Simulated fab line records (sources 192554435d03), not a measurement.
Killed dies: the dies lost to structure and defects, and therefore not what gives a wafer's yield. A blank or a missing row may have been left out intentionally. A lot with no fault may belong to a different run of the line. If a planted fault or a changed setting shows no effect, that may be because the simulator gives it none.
Chamber matching -- flow n5_finfet -- rie_diel-02 running N5_MOL_CONTACT_COAG_ETCHBACK_135: 4 sister chambers
The step etches SiO2 in CHF3, target depth 25 nm, time 16.7 s. 18 wafers are shown with their chamber, then 9 later ones without.

## WAFERS WITH THEIR CHAMBER
wafer,chamber,drypump_motor_current_A (A),showerhead_plenum_p_Torr (Torr),throttle_valve_pct (%)
L077.3,2,5.2,2.46,19.05
L077.5,1,6.3,2.47,18.71
L077.6,2,5.2,2.46,19.05
L078.1,0,5.3,2.25,18.48
L078.2,2,5.2,2.46,19.05
L078.5,0,5.3,2.25,18.50
L081.1,2,5.2,2.46,19.06
L081.5,2,5.2,2.46,19.06
L081.6,3,5.6,2.40,18.80
L085.1,3,5.6,2.39,18.79
L085.4,2,5.2,2.45,19.07
L085.6,3,5.6,2.39,18.79
L086.1,2,5.2,2.45,19.09
L086.3,1,6.2,2.46,18.73
L086.5,2,5.2,2.45,19.09
L087.1,0,5.3,2.25,18.51
L087.4,1,6.2,2.46,18.73
L087.5,1,6.2,2.46,18.73

SIGNATURES (averages over the wafers above)
reading,chamber 0,chamber 1,chamber 2,chamber 3,scatter within a chamber
drypump_motor_current_A,5.300,6.225,5.200,5.600,0.0231
showerhead_plenum_p_Torr,2.2500,2.4625,2.4562,2.3933,0.00485
throttle_valve_pct,18.4967,18.7250,19.0650,18.7933,0.0142
Rule: a wafer lies at a distance from a chamber equal to the root of the sum of squares, over the readings, of (its reading less the chamber's mean, divided by the reading's scatter). If the next closest chamber is less than 2 further off than the closest, the wafer can't be placed; otherwise it belongs to the closest. The scatter: the root of (the sum of the squares of (reading less its chamber's mean) over the shown wafers, divided by (wafers less chambers)).

## WAFERS WITHOUT THEIR CHAMBER
wafer,drypump_motor_current_A (A),showerhead_plenum_p_Torr (Torr),throttle_valve_pct (%)
L090.1,5.6,2.39,18.82
L090.2,5.3,2.25,18.50
L090.5,5.2,2.45,19.08
L091.2,6.2,2.46,18.75
L091.3,5.3,2.25,18.53
L091.6,5.2,2.45,19.09
L097.1,5.2,2.44,19.12
L097.3,5.6,2.38,18.84
L097.5,6.2,2.46,18.76

## WHICH CHAMBER EACH ONE RAN IN
wafer,from the rows above,in truth
L090.1,3,3
L090.2,0,0
L090.5,2,2
L091.2,1,1
L091.3,0,0
L091.6,2,2
L097.1,2,2
L097.3,3,3
L097.5,1,1
Correct placement for 9 of the 9. Not placeable from these rows: 0. Placed wrongly: 0.
